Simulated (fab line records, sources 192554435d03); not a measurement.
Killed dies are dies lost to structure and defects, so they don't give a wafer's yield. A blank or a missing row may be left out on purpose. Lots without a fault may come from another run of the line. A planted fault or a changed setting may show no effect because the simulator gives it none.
fab line records | flow n5_finfet
record lots=24 wafers=72 last_day=18
route steps=1938 shown BEOL_M12@1617 BEOL_M13@1659
lots that met no fault: from a run of the same line without faults
start_h: hours from the record's first day to the start of the lot's first wafer shown | wait_h: hours since the lot's step before | " the same as in the row above | L1.1+2: a row that stands for several wafers | - no value, or no start given | * or withheld: withheld | < > ~ a bound
route shown NAME@n: a module of which the file shows steps, and the number in the route of the first | usual: mean/standard deviation of fault-free wafers | same: alike in all rows | chamber/n: place in a boat | sites: the reading at each site | _std_site: their standard deviation | _edge_site: outer sites' mean less inner sites' | radius_mm: how far each site lies from the wafer's centre | mask NAME#n: copy n | behind: the tool/chamber that last shaped the wafer | hold: why the lot was held/for how many hours/how that ended | device: the transistor (n, p or np) that didn't switch | end of line: the same wafers' tests at the end of the route | a step without rows: its recipe alone | killed: dies lost to structure and defects at the first sort, not the wafer's yield | map: a wafer's dies, x killed, . not, _ none there
set.NAME: the setting as run; set.NAME@STEP: as run at that earlier step | model.NAME: the simulator's own value behind a step, which no gauge read
steps of the route over a sample of lots; a table a step, a row a wafer
services: from which hour (start_h, from the record's first day; less than 0 if before it) a tool's chamber was out of use, for how many hours, and why
## steps
# step N5_BEOL_M12_VIA_ETCH_16
# recipe chemistry=C4F8/O2/Ar target=SiOC pressure_mtorr=30 source_w=3000 bias_w=700 Ar_flow_sccm=400 C4F8_flow_sccm=15 O2_flow_sccm=8 he_inner_torr=15 he_outer_torr=30 target_depth_a=7248 time_s=withheld ion_energy_ev=250 ends=cleared
# usual chamber_pressure_mTorr=29.999/0.028 drypump_motor_current_A=5.8/0.43 he_outer_torr=30.01/0.06 oes_product_au=0.74/0.075 rf_vpp_V=666/3 showerhead_plenum_p_Torr=3.44/0.1 throttle_valve_pct=24.02/0.25
# columns lot.wafer tool chamber start_h wait_h chamber_pressure_mTorr drypump_motor_current_A he_outer_torr oes_product_au rf_vpp_V showerhead_plenum_p_Torr throttle_valve_pct
L074.2 rie_diel-01 1 227.14 0.0 30.000 5.9 29.97 0.78 662 3.33 24.01
L074.3 " 0 " " 30.006 6.3 29.99 0.82 667 3.48 23.64
L074.6 " 2 " " 29.975 5.6 29.94 0.67 664 3.40 23.91
L075.1 rie_diel-02 1 228.59 0.0 30.024 4.8 30.07 0.61 660 3.24 24.10
L075.2 " 2 " " 29.971 5.6 29.93 0.82 666 3.48 24.44
L075.3 " 0 " " 30.024 5.5 30.01 0.71 666 3.44 23.82
L077.2 rie_diel-03 0 230.44 0.0 30.006 6.3 30.02 0.84 664 3.35 23.64
L077.3 " 2 " " 30.048 6.4 30.11 0.63 661 3.24 24.07
L077.4 " 1 " " 29.920 5.8 30.00 0.63 669 3.51 24.11
L076.1 rie_diel-03 0 230.77 0.0 30.002 6.3 29.94 0.83 663 3.35 23.65
L076.3 " 1 " " 30.004 5.8 30.09 0.63 669 3.51 24.09
L076.4 " 2 " " 29.990 6.4 29.96 0.63 661 3.24 24.08
L078.1 rie_diel-01 3 246.09 0.0 30.045 6.2 29.96 0.74 671 3.59 23.92
L078.2 " 1 " " 29.982 5.9 29.99 0.76 663 3.33 24.02
L078.5 " 1 " " 30.008 5.9 30.00 0.76 663 3.33 24.02
L079.2 rie_diel-01 0 253.71 0.0 29.992 6.2 30.08 0.81 668 3.48 23.67
L079.4 " 1 " " 29.988 5.9 30.12 0.76 664 3.32 24.04
L079.5 " 3 " " 29.993 6.2 30.02 0.74 670 3.59 23.91
L080.1 rie_diel-01 0 255.79 0.0 29.974 6.2 30.02 0.80 667 3.48 23.67
L080.3 " 2 " " 29.969 5.6 29.90 0.66 666 3.39 23.92
L080.5 " 2 " " 29.963 5.6 29.99 0.67 666 3.39 23.92
L081.2 rie_diel-02 0 258.96 0.0 29.946 5.5 30.05 0.69 666 3.43 23.85
L081.3 " 2 " " 29.939 5.7 30.02 0.79 668 3.47 24.43
L081.6 " 0 " " 29.993 5.5 29.96 0.69 665 3.43 23.83
L082.3 rie_diel-03 0 261.52 0.0 30.004 6.3 30.04 0.81 663 3.34 23.66
L082.4 " 3 " " 30.012 6.3 30.02 0.86 664 3.38 24.27
L082.5 " 1 " " 29.979 5.8 30.06 0.63 668 3.50 24.12
L083.3 rie_diel-03 2 283.97 0.0 29.969 6.4 30.03 0.62 661 3.23 24.10
L083.5 " 0 " " 29.995 6.3 30.09 0.80 661 3.34 23.68
L083.6 " 3 " " 29.937 6.3 29.91 0.84 665 3.37 24.26
L085.3 rie_diel-01 0 293.23 0.0 29.976 6.2 29.99 0.78 668 3.47 23.69
L085.4 " 2 " " 29.969 5.6 30.01 0.66 663 3.39 23.93
L085.6 " 1 " " 29.999 5.9 30.10 0.75 665 3.32 24.04
L086.1 rie_diel-02 2 294.34 0.0 30.002 5.7 30.04 0.79 667 3.47 24.45
L086.3 " 3 " " 30.009 5.9 30.02 0.68 666 3.44 24.32
L086.5 " 2 " " 29.984 5.6 30.07 0.78 667 3.47 24.49
L084.2 rie_diel-02 3 295.20 0.0 29.988 5.8 30.01 0.68 666 3.44 24.34
L084.5 " 1 " " 29.953 4.8 30.00 0.86 670 3.63 23.81
L084.6 " 2 " " 30.014 5.7 30.04 0.77 667 3.47 24.45
L087.2 rie_diel-02 1 299.25 0.0 30.053 4.8 29.97 0.87 672 3.63 23.83
L087.4 " 2 " " 29.974 5.6 29.99 0.78 667 3.47 24.46
L087.5 " 1 " " 30.017 4.8 30.04 0.87 670 3.63 23.79
L088.1 rie_diel-01 3 311.17 0.0 30.050 6.2 30.05 0.73 669 3.58 23.93
L088.2 " 2 " " 30.026 5.6 30.07 0.65 664 3.38 23.97
L088.4 " 1 " " 30.038 5.9 30.11 0.74 664 3.31 24.05
L089.1 rie_diel-01 2 319.66 0.0 30.011 5.6 30.09 0.65 663 3.38 23.94
L089.5 " 1 " " 30.024 5.9 29.94 0.74 662 3.31 24.05
L089.6 " 2 " " 30.010 5.6 30.03 0.65 665 3.38 23.96
L091.1 rie_diel-03 0 319.80 0.0 29.972 6.3 29.99 0.78 663 3.33 23.70
L091.4 " 1 " " 30.004 5.8 29.96 0.90 669 3.49 23.83
L091.5 " 1 " " 30.013 5.8 29.84 0.90 669 3.49 23.81
L090.3 rie_diel-02 3 321.33 0.0 29.966 5.9 30.01 0.68 666 3.43 24.34
L090.5 " 0 " " 29.986 5.5 30.08 0.67 664 3.42 23.85
L090.6 " 1 " " 29.943 4.8 30.08 0.84 671 3.63 23.82
L093.2 rie_diel-02 2 337.74 0.0 29.987 5.6 30.02 0.76 666 3.46 24.49
L093.3 " 1 " " 29.992 4.8 30.06 0.83 671 3.63 23.83
L093.4 " 2 " " 29.938 5.6 30.04 0.76 667 3.46 24.50
L092.4 rie_diel-01 2 343.65 0.0 29.966 5.6 30.05 0.65 665 3.38 23.97
L092.5 " 3 " " 29.978 6.2 29.99 0.71 670 3.57 23.97
L092.6 " 0 " " 30.026 6.2 30.04 0.75 666 3.46 23.70
L094.1 rie_diel-03 2 349.71 0.0 30.018 6.4 30.05 0.92 673 3.62 23.80
L094.4 " 1 " " 30.003 5.8 29.99 0.84 667 3.49 23.84
L094.5 " 0 " " 29.969 6.3 30.12 0.76 663 3.32 23.71
L095.2 rie_diel-02 2 363.72 0.0 30.010 5.6 30.08 0.74 665 3.45 24.50
L095.4 " 1 " " 30.028 4.8 29.96 0.82 670 3.62 23.85
L095.6 " 3 " " 30.006 5.9 30.05 0.67 664 3.42 24.35
L097.1 rie_diel-02 0 380.65 0.0 29.948 5.5 30.05 0.66 664 3.41 23.88
L097.3 " 3 " " 29.966 5.9 30.02 0.66 664 3.42 24.36
L097.5 " 3 " " 30.040 5.9 29.96 0.66 664 3.42 24.35
L096.1 rie_diel-02 1 383.11 0.0 29.996 4.8 30.07 0.80 671 3.62 23.85
L096.5 " 3 " " 30.020 5.9 29.94 0.66 663 3.42 24.37
L096.6 " 2 " " 29.966 5.6 30.10 0.74 667 3.45 24.51
# step N5_BEOL_M12_DESCUM_33
# recipe chemistry=O2 time_s=7.9 source_power_w=50 bias_power_w=20 pressure_mtorr=20 rf_frequency_hz=2.712e+07 temp_c=40 o2_flow_sccm=225
# usual chamber_pressure_mTorr=20.003/0.025 drypump_motor_current_A=5.9/0.43 oes_product_au=0.82/0.09 rf_vpp_V=243.2/1.3 showerhead_plenum_p_Torr=2.09/0.069 throttle_valve_pct=20.23/0.24
# same time_s=7.9
# columns lot.wafer tool chamber start_h wait_h chamber_pressure_mTorr drypump_motor_current_A oes_product_au rf_hours_counter_h rf_vpp_V showerhead_plenum_p_Torr throttle_valve_pct
L074.2 rie_diel-01 1 228.44 0.5 19.981 5.9 0.85 52 243.0 2.03 20.16
L074.3 " 2 " " 19.977 5.6 0.74 198 243.1 2.07 20.10
L074.6 " 2 " " 20.016 5.6 0.74 - 243.1 2.07 20.09
L075.1 rie_diel-01 2 229.42 0.0 20.030 5.6 0.74 198 243.5 2.07 20.09
L075.2 " 1 " " 19.991 5.9 0.85 52 241.3 2.03 20.17
L075.3 " 0 " " 20.019 6.2 0.90 23 244.5 2.13 19.84
L077.2 rie_diel-03 2 231.68 0.3 19.993 6.4 0.69 219 241.7 1.98 20.39
L077.3 " 1 " " 20.011 5.8 0.70 226 244.2 2.16 20.44
L077.4 " 3 " " 19.999 6.3 1.00 0 243.5 2.07 20.40
L076.1 rie_diel-02 3 231.96 0.4 20.004 5.9 0.77 111 242.2 2.10 20.41
L076.3 " 2 " " 19.994 5.6 0.90 32 244.6 2.13 20.64
L076.4 " 1 " " 19.994 4.8 0.67 248 240.6 1.98 20.38
L078.1 rie_diel-03 0 246.91 0.0 19.994 6.3 0.92 20 242.3 2.05 19.91
L078.2 " 1 " " 19.995 5.8 0.71 232 243.8 2.16 20.46
L078.5 " 1 " " 20.018 5.8 0.70 - 244.4 2.16 20.44
L079.2 rie_diel-02 2 254.54 0.0 20.004 5.6 0.89 42 245.2 2.13 20.66
L079.4 " 3 " " 19.986 5.8 0.76 - 243.3 2.10 20.41
L079.5 " 0 " " 20.008 5.5 0.77 - 243.8 2.09 19.99
L080.1 rie_diel-01 1 256.73 0.0 19.999 5.8 0.84 61 242.5 2.02 20.18
L080.3 " 0 " " 19.993 6.1 0.89 32 243.1 2.13 19.84
L080.5 " 1 " " 19.987 5.9 0.84 - 242.8 2.02 20.20
L081.2 rie_diel-02 0 259.91 0.0 20.023 5.5 0.77 136 242.6 2.09 19.98
L081.3 " 3 " " 20.023 5.8 0.77 122 243.1 2.10 20.44
L081.6 " 2 " " 20.018 5.6 0.89 - 245.1 2.13 20.66
L082.3 rie_diel-03 2 262.35 0.0 19.974 6.4 0.69 229 242.1 1.98 20.39
L082.4 " 3 " " 19.983 6.3 0.96 10 244.2 2.06 20.41
L082.5 " 2 " " 20.003 6.4 0.69 - 242.5 1.98 20.41
L083.3 rie_diel-01 0 284.81 0.0 20.012 6.2 0.86 43 242.0 2.12 19.87
L083.5 " 2 " " 20.021 5.6 0.72 - 243.9 2.06 20.13
L083.6 " 3 " " 20.014 6.2 0.80 - 246.6 2.21 20.17
L085.3 rie_diel-03 0 294.18 0.0 19.961 6.3 0.88 36 242.4 2.04 19.95
L085.4 " 1 " " 19.983 5.8 0.69 249 244.4 2.15 20.47
L085.6 " 0 " " 20.009 6.3 0.88 - 242.6 2.04 19.93
L086.1 rie_diel-03 1 295.28 0.0 19.970 5.8 0.68 249 244.6 2.15 20.47
L086.3 " 3 " " 19.995 6.3 0.91 20 243.2 2.06 20.43
L086.5 " 3 " " 20.018 6.3 0.92 - 242.2 2.06 20.41
L084.2 rie_diel-03 0 296.27 0.2 20.024 6.3 0.88 37 242.6 2.04 19.95
L084.5 " 2 " " 19.950 6.4 0.69 - 243.4 1.97 20.41
L084.6 " 1 " " 19.986 5.8 0.67 - 243.5 2.15 20.48
L087.2 rie_diel-03 2 300.21 0.0 20.015 6.4 0.68 243 242.7 1.97 20.43
L087.4 " 3 " " 20.000 6.3 0.91 - 243.4 2.06 20.42
L087.5 " 2 " " 20.001 6.4 0.68 - 242.0 1.97 20.42
L088.1 rie_diel-02 0 312.12 0.0 19.968 5.5 0.75 154 242.5 2.08 20.02
L088.2 " 2 " " 20.012 5.6 0.86 61 243.7 2.12 20.69
L088.4 " 3 " " 20.003 5.8 0.75 141 243.4 2.09 20.46
L089.1 rie_diel-03 1 320.48 0.0 19.997 5.8 0.98 0 243.2 2.15 20.11
L089.5 " 3 " " 20.013 6.3 0.90 - 242.0 2.06 20.45
L089.6 " 0 " " 20.007 6.3 0.86 - 242.4 2.04 19.95
L091.1 rie_diel-02 2 320.63 0.0 20.019 5.6 0.86 63 243.7 2.12 20.68
L091.4 " 0 " " 19.990 5.5 0.74 156 243.9 2.08 20.02
L091.5 " 2 " " 19.999 5.6 0.86 - 243.4 2.12 20.67
L090.3 rie_diel-02 1 322.33 0.1 19.982 4.8 0.93 17 246.3 2.23 20.03
L090.5 " 1 " " 20.015 4.8 0.93 - 245.0 2.23 20.05
L090.6 " 0 " " 20.011 5.5 0.74 - 241.8 2.08 20.02
L093.2 rie_diel-01 0 338.69 0.0 20.006 6.2 0.83 62 242.6 2.11 19.88
L093.3 " 2 " " 19.981 5.5 0.71 236 241.9 2.06 20.15
L093.4 " 3 " " 19.986 6.2 0.79 104 244.3 2.20 20.22
L092.4 rie_diel-03 0 344.49 0.0 19.986 6.3 0.85 - 242.0 2.04 19.98
L092.5 " 1 " " 19.985 5.8 0.93 - 245.3 2.15 20.14
L092.6 " 3 " " 20.015 6.3 0.87 - 242.5 2.05 20.46
L094.1 rie_diel-01 1 350.53 0.0 20.018 5.9 0.81 96 243.8 2.01 20.25
L094.4 " 2 " " 19.982 5.6 0.71 240 243.6 2.05 20.16
L094.5 " 1 " " 20.007 5.8 0.81 - 241.6 2.01 20.25
L095.2 rie_diel-03 3 364.68 0.0 20.017 6.3 0.87 49 242.3 2.05 20.46
L095.4 " 2 " " 19.977 6.4 1.00 5 245.2 2.23 20.08
L095.6 " 3 " " 20.025 6.3 0.87 - 243.2 2.05 20.47
L097.1 rie_diel-01 1 381.60 0.0 20.002 5.9 0.80 108 241.6 2.01 20.25
L097.3 " 3 " " 20.006 6.2 0.77 120 244.5 2.19 20.22
L097.5 " 1 " " 19.998 5.9 0.79 - 240.4 2.01 20.25
L096.1 rie_diel-02 2 384.20 0.2 19.988 5.6 0.83 87 243.6 2.11 20.72
L096.5 " 2 " " 19.987 5.6 0.83 - 243.8 2.11 20.71
L096.6 " 1 " " 20.002 4.8 0.89 - 245.8 2.23 20.07
# step N5_BEOL_M12_CMP_49
# recipe stop_on=SiOC t_overpolish_s=20.6 down_force_psi=1 platen_rpm=50 clearing_platen_down_force_psi=1.5 clearing_platen_rpm=50 post_cmp_clean=cu_alkaline target_thk_nm=320 clearing_platen_pad_velocity_m_s=0.99484 pad_velocity_m_s=0.99484
# usual barrier_field_endpoint_s=30.1/0.66 head_pressure_psi=1.0000/0.002 motor_current_A=6.3/0.37 overpolish_run_s=20.600/0.009
# columns lot.wafer tool chamber start_h wait_h barrier_field_endpoint_s head_pressure_psi motor_current_A overpolish_run_s
L074.3 cmp-02 3 231.98 0.2 29.2 0.9992 5.8 20.611
L074.2 " 0 " " 29.8 1.0019 6.7 20.607
L074.6 " 3 " " 29.1 1.0020 6.0 20.605
L075.1 cmp-01 3 232.95 0.3 29.6 0.9985 5.8 20.596
L075.3 " 0 " " 29.6 1.0017 6.9 20.597
L075.2 " 1 " " 29.6 0.9989 6.3 20.600
L077.2 cmp-02 0 234.08 0.2 30.0 0.9986 6.9 20.601
L077.3 " 1 " " 29.8 0.9995 6.4 20.597
L077.4 " 3 " " 28.9 1.0010 6.1 20.606
L076.3 cmp-02 2 234.44 0.2 29.6 0.9973 6.8 20.594
L076.4 " 3 " " 29.0 0.9966 6.4 20.596
L076.1 " 1 " " 30.7 0.9955 6.5 20.603
L078.1 cmp-02 0 248.54 0.3 30.0 0.9998 6.9 20.599
L078.2 " 3 " " 29.1 1.0002 6.1 20.595
L078.5 " 0 " " 29.8 0.9994 6.8 20.598
L080.3 cmp-04 1 259.32 0.2 29.6 1.0030 5.8 20.604
L080.1 " 0 " " 29.7 0.9979 5.8 20.594
L080.5 " 2 " " 29.8 0.9989 6.2 20.591
L079.4 cmp-01 1 259.74 0.2 29.3 1.0000 6.0 20.608
L079.2 " 3 " " 29.6 1.0013 6.1 20.613
L079.5 " 1 " " 29.6 0.9989 6.1 20.597
L081.2 cmp-04 1 263.54 0.2 29.4 0.9947 6.1 20.593
L081.3 " 2 " " 30.4 1.0028 5.9 20.602
L081.6 " 1 " " 29.2 0.9973 6.1 20.596
L082.3 cmp-01 1 265.70 0.2 30.4 0.9956 5.9 20.612
L082.4 " 3 " " 29.8 0.9996 6.4 20.597
L082.5 " 1 " " 29.7 1.0011 5.8 20.594
L083.3 cmp-01 2 288.86 0.2 29.8 0.9969 6.2 20.603
L083.6 " 1 " " 30.4 1.0004 6.0 20.600
L083.5 " 2 " " 30.2 1.0026 6.4 20.618
L085.3 cmp-04 0 297.81 0.2 30.5 0.9989 5.7 20.582
L085.4 " 2 " " 31.0 0.9993 6.5 20.591
L085.6 " 1 " " 30.7 0.9989 6.2 20.593
L086.1 cmp-01 1 298.68 0.3 30.7 1.0026 6.3 20.612
L086.3 " 2 " " 29.9 0.9990 6.2 20.598
L086.5 " 1 " " 31.2 1.0004 6.1 20.610
L084.2 cmp-02 3 298.80 0.2 29.7 1.0037 6.1 20.597
L084.6 " 3 " " 29.4 0.9995 6.0 20.609
L084.5 " 0 " " 30.0 0.9976 6.7 20.605
L087.2 cmp-04 0 303.29 0.2 30.2 0.9999 5.6 20.609
L087.4 " 1 " " 29.1 1.0003 5.8 20.585
L087.5 " 0 " " 30.1 1.0022 5.9 20.600
L088.1 cmp-04 1 315.46 0.3 30.4 0.9999 5.9 20.599
L088.2 " 3 " " 30.5 0.9966 6.0 20.604
L088.4 " 0 " " 31.0 1.0041 5.3 20.599
L089.1 cmp-02 2 322.68 0.3 29.9 1.0015 6.8 20.595
L089.5 " 0 " " 29.7 0.9975 7.1 20.601
L089.6 " 1 " " 30.2 1.0020 5.9 20.603
L091.1 cmp-02 0 323.61 0.3 28.8 0.9974 7.1 20.599
L091.4 " 1 " " 29.9 0.9976 6.2 20.593
L091.5 " 2 " " 29.7 1.0025 6.7 20.591
L090.3 cmp-04 2 328.61 0.3 30.9 0.9967 6.8 20.578
L090.6 " 3 " " 30.5 1.0034 6.0 20.588
L090.5 " 0 " " 31.5 1.0009 6.1 20.591
L093.4 cmp-02 0 341.67 0.1 29.9 1.0020 7.0 20.581
L093.2 " 1 " " 29.7 1.0006 6.7 20.594
L093.3 " 2 " " 29.9 0.9972 6.6 20.590
L092.4 cmp-02 3 348.26 0.2 30.6 1.0012 6.2 20.589
L092.6 " 2 " " 30.2 1.0022 6.7 20.603
L092.5 " 3 " " 30.9 0.9998 5.7 20.616
L094.1 cmp-01 2 353.45 0.3 30.0 0.9987 6.4 20.593
L094.4 " 3 " " 30.2 0.9989 5.9 20.600
L094.5 " 2 " " 30.3 0.9963 6.5 20.613
L095.2 cmp-01 0 368.30 0.2 30.5 1.0005 6.8 20.597
L095.4 " 2 " " 30.5 1.0007 6.6 20.619
L095.6 " 0 " " 31.0 1.0025 6.8 20.606
L097.3 cmp-01 3 385.82 0.6 31.0 0.9983 6.3 20.601
L097.1 " 0 " " 30.9 1.0031 6.4 20.600
L097.5 " 3 " " 30.5 0.9985 6.1 20.614
L096.1 cmp-01 3 386.58 0.4 32.0 0.9981 6.4 20.594
L096.6 " 0 " " 31.2 1.0014 6.7 20.613
L096.5 " 1 " " 31.7 1.0005 6.3 20.614
# step N5_BEOL_M13_ILD_DEP_00
# recipe material=SiOC target_thk_a=8379.2 temp_c=350 precursor=DEMS/O2 pressure_torr=5 rf_w=500 time_s=166.4
# usual heater_power_outer_w=260/41 heater_power_w=480/73 showerhead_plenum_p_Torr=5.699/0.012 throttle_valve_pct=12.1/0.52
# same time_s=166.4
# columns lot.wafer tool chamber start_h wait_h heater_power_outer_w heater_power_w showerhead_plenum_p_Torr throttle_valve_pct
L074.2 pecvd-01 1 232.42 0.0 339 587 5.707 12.4
L074.3 " 0 " " 219 452 5.684 12.1
L074.6 " 1 " " 283 538 5.691 12.4
L075.1 pecvd-02 0 233.40 0.0 259 515 5.705 12.1
L075.2 " 1 " " 224 448 5.711 11.4
L075.3 " 2 " " 277 505 5.689 11.9
L077.2 pecvd-01 0 234.57 0.0 292 554 5.688 11.9
L077.3 " 0 " " 217 451 5.687 12.0
L077.4 " 1 " " 296 549 5.704 12.6
L076.1 pecvd-01 0 234.93 0.0 277 524 5.681 11.9
L076.3 " 1 " " 318 586 5.700 12.3
L076.4 " 0 " " 289 541 5.680 11.6
L078.1 pecvd-01 1 249.05 0.0 331 606 5.696 12.2
L078.2 " 0 " " 235 469 5.684 11.9
L078.5 " 0 " " 291 541 5.677 11.7
L080.1 pecvd-01 0 259.81 0.0 260 501 5.688 11.8
L080.3 " 2 " " 201 372 5.681 11.4
L080.5 " 1 " " 250 479 5.706 12.2
L079.2 pecvd-01 2 260.18 0.0 198 366 5.691 11.5
L079.4 " 0 " " 216 447 5.679 11.9
L079.5 " 2 " " 218 400 5.691 11.6
L081.2 pecvd-02 0 264.03 0.0 274 516 5.707 12.2
L081.3 " 2 " " 294 497 5.701 11.9
L081.6 " 0 " " 315 571 5.709 12.4
L082.3 pecvd-01 2 266.21 0.0 199 382 5.704 11.6
L082.4 " 2 " " 224 407 5.688 11.4
L082.5 " 0 " " 219 439 5.677 11.8
L083.3 pecvd-03 2 289.30 0.0 261 413 5.716 11.9
L083.5 " 0 " " 227 413 5.706 13.3
L083.6 " 2 " " 192 333 5.703 11.8
L085.3 pecvd-03 2 298.29 0.0 214 372 5.718 11.9
L085.4 " 0 " " 193 368 5.715 13.0
L085.6 " 2 " " 244 408 5.707 12.1
L086.1 pecvd-02 1 299.16 0.0 243 463 5.707 11.3
L086.3 " 0 " " 314 578 5.706 12.5
L086.5 " 0 " " 230 490 5.695 12.4
L084.2 pecvd-03 0 299.29 0.0 268 462 5.705 13.3
L084.5 " 2 " " 250 404 5.707 12.0
L084.6 " 0 " " 192 371 5.702 13.2
L087.2 pecvd-03 2 303.77 0.0 200 343 5.719 12.0
L087.4 " 2 " " 228 374 5.686 12.1
L087.5 " 1 " " 297 547 5.694 12.0
L088.1 pecvd-01 2 315.94 0.0 233 423 5.687 11.8
L088.2 " 1 " " 310 556 5.702 12.4
L088.4 " 2 " " 169 329 5.689 11.3
L089.1 pecvd-01 1 323.09 0.0 334 595 5.698 12.2
L089.5 " 0 " " 293 551 5.682 11.7
L089.6 " 2 " " 231 416 5.692 11.4
L091.1 pecvd-02 1 324.02 0.0 219 419 5.711 11.4
L091.4 " 1 " " 233 448 5.701 11.4
L091.5 " 2 " " 233 429 5.690 11.8
L090.3 pecvd-02 0 328.98 0.0 251 490 5.713 12.3
L090.5 " 0 " " 291 543 5.699 12.4
L090.6 " 1 " " 250 468 5.708 11.4
L093.2 pecvd-02 0 342.16 0.0 315 585 5.714 12.6
L093.3 " 1 " " 221 435 5.722 11.4
L093.4 " 1 " " 243 458 5.691 11.6
L092.4 pecvd-01 1 348.76 0.1 320 573 5.699 12.3
L092.5 " 1 " " 341 607 5.697 12.5
L092.6 " 2 " " 245 427 5.696 11.4
L094.1 pecvd-03 0 353.93 0.0 201 382 5.705 13.3
L094.4 " 2 " " 256 420 5.705 12.1
L094.5 " 0 " " 228 413 5.706 13.4
L095.2 pecvd-03 1 368.78 0.0 276 512 5.703 11.8
L095.4 " 1 " " 295 536 5.701 12.0
L095.6 " 0 " " 190 370 5.690 13.1
L097.1 pecvd-02 1 386.27 0.0 193 387 5.729 11.8
L097.3 " 0 " " 328 596 5.724 12.5
L097.5 " 2 " " 272 462 5.691 12.0
L096.1 pecvd-03 2 386.95 0.0 204 359 5.709 12.3
L096.5 " 2 " " 250 416 5.720 12.3
L096.6 " 0 " " 221 410 5.695 13.3
# step N5_BEOL_M13_THK_MEAS_01
# recipe reads=SiOC_of_BEOL_M13_ILD_DEP_00
# usual M13_ILD_THK=837/10
# columns lot.wafer tool chamber start_h wait_h M13_ILD_THK[nm]
L074.2 film_metro-01 - 232.63 0.2 824
L074.3 " - " " 856
L074.6 " - " " 840
L075.1 film_metro-01 - 233.55 0.1 828
L075.2 " - " " 815
L075.3 " - " " 827
L077.2 film_metro-02 - 234.78 0.2 838
L077.3 " - " " 854
L077.4 " - " " 839
L076.1 film_metro-01 - 235.14 0.2 831
L076.3 " - " " 841
L076.4 " - " " 856
L078.1 film_metro-01 - 249.26 0.2 827
L078.2 " - " " 835
L078.5 " - " " 850
L080.1 film_metro-02 - 259.96 0.1 830
L080.3 " - " " 826
L080.5 " - " " 833
L079.2 film_metro-02 - 260.34 0.1 831
L079.4 " - " " 843
L079.5 " - " " 838
L081.2 film_metro-02 - 264.24 0.2 833
L081.3 " - " " 849
L081.6 " - " " 838
L082.3 film_metro-01 - 266.37 0.1 822
L082.4 " - " " 848
L082.5 " - " " 836
L083.3 film_metro-01 - 289.46 0.1 836
L083.5 " - " " 847
L083.6 " - " " 835
L085.3 film_metro-01 - 298.46 0.1 841
L085.4 " - " " 854
L085.6 " - " " 846
L086.1 film_metro-01 - 299.32 0.1 837
L086.3 " - " " 837
L086.5 " - " " 851
L084.2 film_metro-01 - 299.44 0.1 841
L084.5 " - " " 853
L084.6 " - " " 855
L087.2 film_metro-02 - 303.92 0.1 833
L087.4 " - " " 859
L087.5 " - " " 857
L088.1 film_metro-02 - 316.09 0.1 845
L088.2 " - " " 839
L088.4 " - " " 850
L089.1 film_metro-01 - 323.24 0.1 819
L089.5 " - " " 835
L089.6 " - " " 834
L091.1 film_metro-01 - 324.17 0.1 842
L091.4 " - " " 845
L091.5 " - " " 846
L090.3 film_metro-01 - 329.13 0.1 830
L090.5 " - " " 841
L090.6 " - " " 836
L093.2 film_metro-01 - 342.31 0.1 829
L093.3 " - " " 823
L093.4 " - " " 830
L092.4 film_metro-02 - 348.92 0.1 839
L092.5 " - " " 835
L092.6 " - " " 827
L094.1 film_metro-01 - 354.08 0.1 832
L094.4 " - " " 844
L094.5 " - " " 846
L095.2 film_metro-01 - 368.93 0.1 834
L095.4 " - " " 843
L095.6 " - " " 849
L097.1 film_metro-02 - 386.42 0.1 833
L097.3 " - " " 832
L097.5 " - " " 836
L096.1 film_metro-02 - 387.16 0.2 840
L096.5 " - " " 851
L096.6 " - " " 854
# step N5_BEOL_M13_OVL_MEAS_11
# recipe points_per_wafer=44
# usual V12_OVL=-1/5.9
# columns lot.wafer tool chamber start_h wait_h V12_OVL[nm]
L074.2 overlay-02 0 232.98 0.0 3
L074.3 " 0 " " 8
L074.6 " 0 " " 4
L075.1 overlay-01 0 234.01 0.0 4
L075.2 " 0 " " -2
L075.3 " 0 " " 1
L077.2 overlay-01 0 235.24 0.0 -9
L077.3 " 0 " " 2
L077.4 " 0 " " -2
L076.1 overlay-02 0 235.60 0.0 -8
L076.3 " 0 " " -5
L076.4 " 0 " " 1
L078.1 overlay-01 0 249.59 0.0 -7
L078.2 " 0 " " -4
L078.5 " 0 " " -15
L080.1 overlay-02 0 260.42 0.0 2
L080.3 " 0 " " 8
L080.5 " 0 " " 5
L079.2 overlay-02 0 260.67 0.0 5
L079.4 " 0 " " 4
L079.5 " 0 " " 3
L081.2 overlay-01 0 264.58 0.0 -2
L081.3 " 0 " " -2
L081.6 " 0 " " -1
L082.3 overlay-02 0 266.73 0.0 -1
L082.4 " 0 " " -7
L082.5 " 0 " " -3
L083.3 overlay-02 0 289.91 0.0 -2
L083.5 " 0 " " -8
L083.6 " 0 " " -2
L085.3 overlay-01 0 298.79 0.0 2
L085.4 " 0 " " -14
L085.6 " 0 " " -9
L086.1 overlay-01 0 299.65 0.0 -4
L086.3 " 0 " " -6
L086.5 " 0 " " -5
L084.2 overlay-02 0 299.90 0.0 -3
L084.5 " 0 " " -1
L084.6 " 0 " " 4
L087.2 overlay-01 0 304.25 0.0 4
L087.4 " 0 " " 4
L087.5 " 0 " " 1
L088.1 overlay-01 0 316.42 0.0 3
L088.2 " 0 " " -3
L088.4 " 0 " " -7
L089.1 overlay-02 0 323.60 0.1 2
L089.5 " 0 " " 6
L089.6 " 0 " " 3
L091.1 overlay-02 0 324.51 0.0 -1
L091.4 " 0 " " 7
L091.5 " 0 " " 1
L090.3 overlay-02 0 329.59 0.0 -3
L090.5 " 0 " " 3
L090.6 " 0 " " -4
L093.2 overlay-01 0 342.64 0.0 -11
L093.3 " 0 " " -10
L093.4 " 0 " " -20
L092.4 overlay-02 0 349.37 0.0 5
L092.5 " 0 " " 10
L092.6 " 0 " " 5
L094.1 overlay-01 0 354.54 0.0 -6
L094.4 " 0 " " 2
L094.5 " 0 " " -13
L095.2 overlay-02 0 369.27 0.0 1
L095.4 " 0 " " -2
L095.6 " 0 " " -3
L097.1 overlay-02 0 386.88 0.0 -10
L097.3 " 0 " " -11
L097.5 " 0 " " -7
L096.1 overlay-02 0 387.49 0.0 -3
L096.5 " 0 " " -5
L096.6 " 0 " " -4
## services
# columns tool chamber start_h hours kind
rie_diel-01 3 225.93 4.2 repair
cmp-04 - 229.25 4.0 pm
rie_diel-02 1 238.88 - clean
cmp-01 - 240.50 0.6 repair
pecvd-03 - 254.41 2.8 pm
cmp-04 - 265.45 1.7 repair
cmp-01 - 279.26 2.2 repair
pecvd-01 - 296.54 5.5 pm
rie_diel-03 - 297.60 0.3 repair
rie_diel-03 2 307.14 2.8 repair
cmp-01 - 325.82 5.9 pm
rie_diel-01 - 326.39 2.8 pm
pecvd-01 0 346.79 4.9 repair
rie_diel-02 1 347.22 1.7 repair
cmp-02 - 352.06 0.4 repair
cmp-01 - 360.09 0.7 repair
rie_diel-01 2 360.58 11.6 repair
cmp-02 - 360.96 1.6 repair
cmp-01 - 361.95 4.0 pm
cmp-04 - 362.63 4.3 pm
cmp-02 - 372.18 3.8 pm
pecvd-01 - 376.08 1.3 repair
cmp-02 - 379.36 8.5 pm
cmp-04 - 384.37 4.7 pm
## key
fault none
